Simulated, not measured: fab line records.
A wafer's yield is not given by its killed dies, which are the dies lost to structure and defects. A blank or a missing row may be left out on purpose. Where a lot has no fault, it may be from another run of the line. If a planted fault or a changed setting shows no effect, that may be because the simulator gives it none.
Which tool was responsible?	flow n5Finfet	route of 1938 steps, sampled at 1 step: 9 lots, 27 wafers

== WHAT THE GAUGES READ, wafer by wafer ==
N5_BEOL_M4_RC_MEAS_101.
lot	measured	on	DIBL_N (mV/V)
L860	day 9 04:28	prober-01	33.5 33.3 34.0
L861	day 9 06:34	prober-01	31.5 35.8 33.8
L862	day 9 19:20	prober-02	33.6 31.6 31.3
L863	day 11 01:00	prober-01	34.3 35.9 33.5
L866	day 11 08:31	prober-02	35.2 36.0 34.7
L875	day 13 23:04	prober-01	34.1 34.5 34.7
L873	day 13 23:33	prober-02	34.6 35.2 35.7
L879	day 15 03:55	prober-01	37.5 35.5 36.4
L880	day 15 04:52	prober-01	35.0 34.8 35.2

== TOOL THAT RAN EACH LOT (tool first, then ch and the chambers of the sampled wafers, then the start) ==
Before these readings, the record contains no process step.

== THE ANSWER, worked out from the rows above alone ==
Rule: what is usual is taken from the lots themselves. Put in order of their means at a reading, lots are off if they are a third of the lots or fewer, leave a main group of 4 or more, and stand apart from it by a gap of 3 or more times the standard deviation of the main group's means; of several such gaps the widest counts. Not used: any main group whose means are identical at the precision the tables above print for the reading. A lot without any number at a reading at which 4 lots or more have one is off too. Where the step has rows for the other lots, those lots are counted as sound.
None of the lots is off at any reading shown; this tells nothing.

== WHAT HAD BEEN PUT IN BY THE SIMULATOR ==
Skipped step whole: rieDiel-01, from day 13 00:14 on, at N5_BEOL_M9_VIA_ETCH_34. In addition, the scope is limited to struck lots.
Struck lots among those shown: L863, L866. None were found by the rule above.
